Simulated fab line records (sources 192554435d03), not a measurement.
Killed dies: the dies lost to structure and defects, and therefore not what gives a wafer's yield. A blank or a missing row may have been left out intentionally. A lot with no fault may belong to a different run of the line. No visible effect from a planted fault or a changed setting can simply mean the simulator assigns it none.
A lot that was struck, set against a sound lot -- flow n5_finfet -- 15 out of 1938 route steps
Sound: these wafers, L136.2, L136.3, L136.6. Struck: wafer L127.1. (L127.6 of the same lot was not struck and is left out.) The cause comes at the end.
Each step with rows lists, per side, the tool, then ch with its chambers, then its first start. Under that, the readings that differ: sound wafers -- struck wafers -- difference of the means -- sigmas: that difference in standard deviations of wafers without a fault.
alike: readings whose means differ by less than 2 such deviations, and words and numbers that are the same on both sides. not compared: withheld readings, readings that some wafer has no value for, bounds like >300 that may hide the same value, and numbers for which the record gives no deviation and whose values overlap.
The two part at a step that has a row with sigmas, a row that says differs or no value, or rows on one side only. Numbers that have no deviation but don't overlap get no sigmas and don't part them. Lack of a reading on every wafer of one side parts them only where that side has two or more wafers.

first, 1 step without rows for these wafers: N5_HKMG_FIN_ALD_72 (deposits W, target thk 2 nm, pulse time 1 s, purge time 2 s).
N5_HKMG_FIN_W_FILL_22: material W, target thk 60 nm, time 18.2 s.
  sound on cvd_w-02 ch 1, day 9 10:13; struck on cvd_w-02 ch 1, day 7 08:54
  alike: heater_power_w, throttle_valve_pct
  not compared: since_wet_clean_h
then, 2 steps without rows for these wafers: N5_HKMG_FIN_PRECLEAN_83 (cleans in DIW, time 57.5 s); N5_HKMG_FIN_SRD_84 (dry time 32 s).
N5_HKMG_FIN_CMP_23: polishes, stops on SiNx, t overpolish 10 s, target thk 46.326 nm.
  sound on cmp-01 ch 0,2, day 9 10:20; struck on cmp-03 ch 1, day 7 09:15
reading,sound,struck,difference,sigmas
motor_current_A (A),11.7 11.9 11.6,13.8,+2.1,+2
  alike: edge_zone_pressure_frac, overpolish_run_s, retaining_ring_pressure_frac, slurry_flow_ml_min, time_to_endpoint_s
N5_HKMG_FIN_CMP_94: polishes, stops on SiNx, t overpolish 4.7 s, target thk 43.299 nm.
  sound on cmp-01 ch 0,2, day 9 10:49; struck on cmp-03 ch 1, day 7 09:35
  alike: edge_zone_pressure_frac, motor_current_A, retaining_ring_pressure_frac, slurry_flow_ml_min
N5_HKMG_FIN_INSPECT_28: inspects for defects (darkfield).
  sound on defect_inspect-02, day 9 11:02; struck on defect_inspect-01, day 7 09:43
  alike: raw_defect_count
then, 2 steps without rows for these wafers: N5_GATE_CUT_ETCHBACK_00 (etches W in SF6/Cl2); N5_GATE_CUT_ETCH_56 (etches TiN in Cl2/Ar, target depth 21.6 nm).
N5_GATE_CUT_ETCHBACK_30: etches TiN in Cl2/Ar, target depth 3 nm.
  sound on rie_metal-01 ch 0,1, day 9 11:17; struck on rie_metal-01 ch 1, day 7 09:58
  alike: drypump_motor_current_A, oes_ar_750_au, oes_product_au, throttle_valve_pct
  not compared: rf_hours_counter_h
N5_GATE_CUT_VAPOR_ETCH_60: etches HfO2 in BCl3/Cl2.
  sound on rie_metal-01 ch 0,1, day 9 11:19; struck on rie_metal-01 ch 1, day 7 10:00
  alike: drypump_motor_current_A, oes_product_au
N5_GATE_CUT_ETCH_58: etches SiNx in CH3F/O2, target depth 17 nm, time 128.6 s.
  sound on rie_diel-03 ch 0,2,3, day 9 11:26; struck on rie_diel-04 ch 1, day 7 10:13
reading,sound,struck,difference,sigmas
model.etch.depth_nm (nm),16.45 17.42 16.7,13.79,-3.07,
model.SiNx_of_SDB_ALD_29.thk_nm (nm),24.8 24.6 24.6,25,+0,
  alike: CH3F_flow_sccm, drypump_motor_current_A, oes_product_au, rf_vpp_V, showerhead_plenum_p_Torr, throttle_valve_pct
  not compared: rf_hours_counter_h
then, 1 step without rows for these wafers: N5_GATE_CUT_STRIP_59 (strips in N2/H2, time 20 s).
-- the record jumps here: 4 days lie between the struck wafers' starts before and after (it left off in module GATE_CUT and takes up again in module BEOL_M4, whose first step shown is number 1111 of the route) --
N5_BEOL_M4_RC_MEAS_101:
  sound on prober-02 ch 0, day 13 19:50; struck on prober-01 ch 0, day 11 08:59
  alike: DIBL_N, DIBL_P, IOFF_N, IOFF_P, ION_N, ION_P, SS_N, SS_P, VT_N, VT_P
-- the record jumps here: 4 days lie between the struck wafers' starts before and after (it left off in module BEOL_M4 and takes up again in module PASSIVATION, whose first step shown is number 1936 of the route) --
N5_PASSIVATION_PROBE_49:
  rows exist in the record for the struck wafers here (prober-02, day 15 10:51), but not for the sound ones

== WHERE THEY PART ==
Earliest at N5_HKMG_FIN_CMP_23; latest, in this record, at N5_PASSIVATION_PROBE_49.

WHY: the cause the simulator had injected
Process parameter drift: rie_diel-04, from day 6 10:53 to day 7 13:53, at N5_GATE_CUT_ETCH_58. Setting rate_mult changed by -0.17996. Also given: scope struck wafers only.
